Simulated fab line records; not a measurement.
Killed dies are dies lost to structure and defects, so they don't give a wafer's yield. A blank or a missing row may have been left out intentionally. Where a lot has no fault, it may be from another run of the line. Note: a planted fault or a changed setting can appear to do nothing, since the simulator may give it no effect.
Split-lot trial :: flow n5 finfet :: on a route of 1938 steps: 7 lots, 21 wafers read

THE SPLIT ITSELF
At N5_BEOL_M8_COAT_59 (time 60 s, resist thk 100 nm), the setting spin rpm was moved away from the recipe's 1500 rpm on 8 of the 21 wafers read, by -9.7% to +6.3%. All remaining wafers had this setting at the recipe value.

FROM THE SPLIT TO THE READING: what the file shows between them, 7 steps
- N5_BEOL_M8_COAT_60: time 60 s, resist thk 35 nm
- N5_BEOL_M8_COAT_05: resist thk 90 nm
- N5_BEOL_M8_DESCUM_16: chemistry O2, time 7.9 s
- N5_BEOL_M8_ETCH_61: etches SiARC in CF4, target depth 45.5 nm, time 75.8 s
- N5_BEOL_M8_ETCH_62: etches SOC in N2/H2, target depth 110 nm, overetch 22 nm, time 165 s
- N5_BEOL_M8_STRIP_68: strips in N2/H2
- N5_BEOL_M8_STRIP_67: strips in CF4

THE READING
SOC_of_BEOL_M8_COAT_59.thk nm (the simulator's own value, which no gauge read), in nm, at N5_BEOL_M8_HM_OPEN_17 (chemistry Cl2/BCl3, target TiN, target depth 20 nm, overetch 6 nm). The file does not state a usual value for it. Across the 13 wafers here that went through the recipe, the average is 92.1 nm and the standard deviation 0.51 nm.

wafer: L080.2
tool, chamber at the split: litho track-02, 0
spin rpm as run, rpm: 1500
against the recipe: recipe
SOC_of_BEOL_M8_COAT_59.thk nm, nm: 92.6
against lot-mates on the recipe: -

wafer: L080.3
tool, chamber at the split: litho track-02, 0
spin rpm as run, rpm: 1380
against the recipe: -8.0%
SOC_of_BEOL_M8_COAT_59.thk nm, nm: 96.8
against lot-mates on the recipe: +4.7

wafer: L080.4
tool, chamber at the split: litho track-02, 0
spin rpm as run, rpm: 1500
against the recipe: recipe
SOC_of_BEOL_M8_COAT_59.thk nm, nm: 91.6
against lot-mates on the recipe: -

wafer: L078.2
tool, chamber at the split: litho track-02, 0
spin rpm as run, rpm: 1500
against the recipe: recipe
SOC_of_BEOL_M8_COAT_59.thk nm, nm: 92.4
against lot-mates on the recipe: -

wafer: L078.4
tool, chamber at the split: litho track-02, 0
spin rpm as run, rpm: 1401
against the recipe: -6.6%
SOC_of_BEOL_M8_COAT_59.thk nm, nm: 95.8
against lot-mates on the recipe: +3.4

wafer: L078.5
tool, chamber at the split: litho track-02, 0
spin rpm as run, rpm: 1401
against the recipe: -6.6%
SOC_of_BEOL_M8_COAT_59.thk nm, nm: 95
against lot-mates on the recipe: +2.6

wafer: L083.1
tool, chamber at the split: litho track-02, 0
spin rpm as run, rpm: 1500
against the recipe: recipe
SOC_of_BEOL_M8_COAT_59.thk nm, nm: 92.6
against lot-mates on the recipe: -

wafer: L083.3
tool, chamber at the split: litho track-02, 0
spin rpm as run, rpm: 1595
against the recipe: +6.3%
SOC_of_BEOL_M8_COAT_59.thk nm, nm: 89.4
against lot-mates on the recipe: -3.2

wafer: L083.6
tool, chamber at the split: litho track-02, 0
spin rpm as run, rpm: 1595
against the recipe: +6.3%
SOC_of_BEOL_M8_COAT_59.thk nm, nm: 88.6
against lot-mates on the recipe: -4.0

wafer: L086.1
tool, chamber at the split: litho track-02, 0
spin rpm as run, rpm: 1500
against the recipe: recipe
SOC_of_BEOL_M8_COAT_59.thk nm, nm: 91.8
against lot-mates on the recipe: -

wafer: L086.5
tool, chamber at the split: litho track-02, 0
spin rpm as run, rpm: 1500
against the recipe: recipe
SOC_of_BEOL_M8_COAT_59.thk nm, nm: 91.6
against lot-mates on the recipe: -

wafer: L086.6
tool, chamber at the split: litho track-02, 0
spin rpm as run, rpm: 1500
against the recipe: recipe
SOC_of_BEOL_M8_COAT_59.thk nm, nm: 92.4
against lot-mates on the recipe: -

wafer: L089.1
tool, chamber at the split: litho track-02, 0
spin rpm as run, rpm: 1500
against the recipe: recipe
SOC_of_BEOL_M8_COAT_59.thk nm, nm: 92.8
against lot-mates on the recipe: -

wafer: L089.3
tool, chamber at the split: litho track-02, 0
spin rpm as run, rpm: 1409
against the recipe: -6.1%
SOC_of_BEOL_M8_COAT_59.thk nm, nm: 95.4
against lot-mates on the recipe: +2.6

wafer: L089.6
tool, chamber at the split: litho track-02, 0
spin rpm as run, rpm: 1409
against the recipe: -6.1%
SOC_of_BEOL_M8_COAT_59.thk nm, nm: 95.6
against lot-mates on the recipe: +2.8

wafer: L094.2
tool, chamber at the split: litho track-01, 0
spin rpm as run, rpm: 1500
against the recipe: recipe
SOC_of_BEOL_M8_COAT_59.thk nm, nm: 91.4
against lot-mates on the recipe: -

wafer: L094.4
tool, chamber at the split: litho track-01, 0
spin rpm as run, rpm: 1500
against the recipe: recipe
SOC_of_BEOL_M8_COAT_59.thk nm, nm: 91.2
against lot-mates on the recipe: -

wafer: L094.6
tool, chamber at the split: litho track-01, 0
spin rpm as run, rpm: 1354
against the recipe: -9.7%
SOC_of_BEOL_M8_COAT_59.thk nm, nm: 96.4
against lot-mates on the recipe: +5.1

wafer: L092.2
tool, chamber at the split: litho track-02, 0
spin rpm as run, rpm: 1500
against the recipe: recipe
SOC_of_BEOL_M8_COAT_59.thk nm, nm: 92.2
against lot-mates on the recipe: -

wafer: L092.3
tool, chamber at the split: litho track-02, 0
spin rpm as run, rpm: 1500
against the recipe: recipe
SOC_of_BEOL_M8_COAT_59.thk nm, nm: 92.6
against lot-mates on the recipe: -

wafer: L092.6
tool, chamber at the split: litho track-02, 0
spin rpm as run, rpm: 1500
against the recipe: recipe
SOC_of_BEOL_M8_COAT_59.thk nm, nm: 92.4
against lot-mates on the recipe: -

FIT RESULTS
A straight line over all 21 wafers: SOC_of_BEOL_M8_COAT_59.thk nm changes by -0.505 nm for each +1% of spin rpm; r = -0.97; the points scatter about the line by 0.52 nm.
The same after taking each lot's own level away (the mean of its wafers on the recipe; 21 wafers): -0.52 nm for each +1%; r = -0.99; scatter 0.38 nm.
The reading moves by 5.1 nm for the largest change in spin rpm, on that fit.
Across the lots, their own levels run from 91.30 to 92.80 nm, a range of 2.9 times the standard deviation given above.
Consequently the slope shifts little with the lot-to-lot level, the two slopes agreeing.
Check: with one of the wafers moved furthest among these (-9.7%) left out of the fit, the line predicts +4.94 nm for it against its lot-mates. It came out at +5.1 nm against them.

OTHER SPLITS APPLIED TO THESE WAFERS
Note: prior to the reading, these wafers also went through further splits. Each is held against what the fit with the lots' levels taken away leaves over:
other split on the same wafers: N5_BEOL_M6_EXPOSE_25 dose mj
wafers away from the commonest value: 4
r with SOC_of_BEOL_M8_COAT_59.thk nm (lot level and that fit taken away): +0.11

other split on the same wafers: N5_BEOL_M7_PECVD_70 time s
wafers away from the commonest value: 9
r with SOC_of_BEOL_M8_COAT_59.thk nm (lot level and that fit taken away): +0.25

other split on the same wafers: N5_BEOL_M7_COAT_05 spin rpm
wafers away from the commonest value: 6
r with SOC_of_BEOL_M8_COAT_59.thk nm (lot level and that fit taken away): +0.10

THE WHOLE CHAIN: every reading that the file lists as answering this split, in the file's order
step: N5_BEOL_M8_COAT_59
what it does: time 60 s, resist thk 100 nm
reading: SOC_of_BEOL_M8_COAT_59.thk nm (the simulator's own value, which no gauge read)
change (the file's fit): -0.529 nm for each +1% of the setting
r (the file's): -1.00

step: N5_BEOL_M8_ETCH_62
what it does: etches SOC in N2/H2, target depth 110 nm, overetch 22 nm, time 165 s
reading: etch.depth nm (the simulator's own value, which no gauge read)
change (the file's fit): -0.524 nm for each +1% of the setting
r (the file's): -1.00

step: N5_BEOL_M8_HM_OPEN_17
what it does: chemistry Cl2/BCl3, target TiN, target depth 20 nm, overetch 6 nm
reading: SOC_of_BEOL_M8_COAT_59.thk nm (the simulator's own value, which no gauge read)
change (the file's fit): -0.524 nm for each +1% of the setting
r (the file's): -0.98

FILE'S OWN FIT
SOC_of_BEOL_M8_COAT_59.thk nm changes by -0.524 nm for each +1% of spin rpm, r = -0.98.
